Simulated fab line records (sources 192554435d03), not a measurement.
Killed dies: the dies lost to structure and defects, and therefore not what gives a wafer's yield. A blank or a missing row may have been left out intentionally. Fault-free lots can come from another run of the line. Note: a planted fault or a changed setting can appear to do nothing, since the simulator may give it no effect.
Chamber matching + flow n5 finfet + N5_ILD0_ALD_15 on ald sin-02 has 4 sister chambers
The step deposits SiNx, target thk 24 nm, pulse time 1 s, ald cycles 480. 4 wafers are shown with their chamber, then 9 later ones without.

## EACH WAFER AND ITS CHAMBER
| wafer  | chamber | heater power outer w (W) |
|--------|---------|--------------------------|
| L085.6 | 2       | 403                      |
| L089.3 | 0       | 496                      |
| L093.4 | 1       | 556                      |
| L093.6 | 3       | 487                      |

## WAFERS WITH NO CHAMBER GIVEN
| wafer  | heater power outer w (W) |
|--------|--------------------------|
| L094.1 | 504                      |
| L094.4 | 416                      |
| L094.5 | 504                      |
| L096.1 | 416                      |
| L096.5 | 409                      |
| L096.6 | 554                      |
| L097.4 | 400                      |
| L097.5 | 481                      |
| L097.6 | 407                      |

## WHICH CHAMBER EACH WENT THROUGH
| wafer  | from the rows above     | in truth |
|--------|-------------------------|----------|
| L094.1 | can't be placed: 0 or 3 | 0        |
| L094.4 | 2                       | 2        |
| L094.5 | can't be placed: 0 or 3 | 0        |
| L096.1 | 2                       | 2        |
| L096.5 | 2                       | 2        |
| L096.6 | 1                       | 1        |
| L097.4 | 2                       | 2        |
| L097.5 | can't be placed: 3 or 0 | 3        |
| L097.6 | 2                       | 2        |
6 of 9 placed correctly. From these rows, 3 cannot be placed; in 3 the true chamber is one of the candidates. Placed wrongly: 0.
How it was worked out, from the rows above alone: a wafer's distance from a chamber is the root of the sum, over the readings, of the square of ((its reading less the chamber's mean) divided by the reading's scatter). If the next closest chamber is less than 2 further off than the closest, the wafer can't be placed; otherwise it belongs to the closest. The mean given for a chamber averages the wafers shown for that chamber. The scatter: with one shown wafer a chamber, the root of the mean of the squares of how far each hidden wafer lies from its nearest shown one.
